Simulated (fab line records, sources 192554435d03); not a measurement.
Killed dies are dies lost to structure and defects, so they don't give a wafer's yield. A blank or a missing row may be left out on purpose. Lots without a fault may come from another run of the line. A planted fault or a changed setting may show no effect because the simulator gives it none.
Chamber matching | flow n5_finfet | N5_BEOL_M14_DEP_53 on pecvd-01: 3 sister chambers
The step deposits SiCN from 3MS/NH3, target thk 50 nm, time 17.8 s. 3 wafers are shown with their chamber, then 7 later ones without.

WAFERS WITH THEIR CHAMBER
wafer  | chamber | showerhead_vpp_V (V)
L084.2 | 1       | 1548
L084.4 | 0       | 1556
L088.5 | 2       | 1778

WAFERS WITHOUT THEIR CHAMBER
wafer  | showerhead_vpp_V (V)
L088.6 | 1574
L093.3 | 1584
L093.5 | 1793
L093.6 | 1593
L095.1 | 1823
L095.2 | 1573
L095.3 | 1567

WHICH CHAMBER EACH WENT THROUGH
wafer  | from the rows above     | in truth
L088.6 | can't be placed: 0 or 1 | 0
L093.3 | can't be placed: 0 or 1 | 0
L093.5 | 2                       | 2
L093.6 | can't be placed: 0 or 1 | 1
L095.1 | 2                       | 2
L095.2 | can't be placed: 0 or 1 | 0
L095.3 | can't be placed: 0 or 1 | 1
Placed correctly: 2 of 7. Can't be placed from these rows: 5 (the true chamber is among the candidates in 5). Placed wrongly: 0.
How it was worked out, from the rows above alone: a wafer's distance from a chamber is the root of the sum, over the readings, of the square of ((its reading less the chamber's mean) divided by the reading's scatter). The wafer belongs to the nearest chamber; if the next one is less than 2 further off, it can't be placed. A chamber's mean is the mean of its shown wafers. The scatter: with one shown wafer a chamber, the root of the mean of the squares of how far each hidden wafer lies from its nearest shown one.
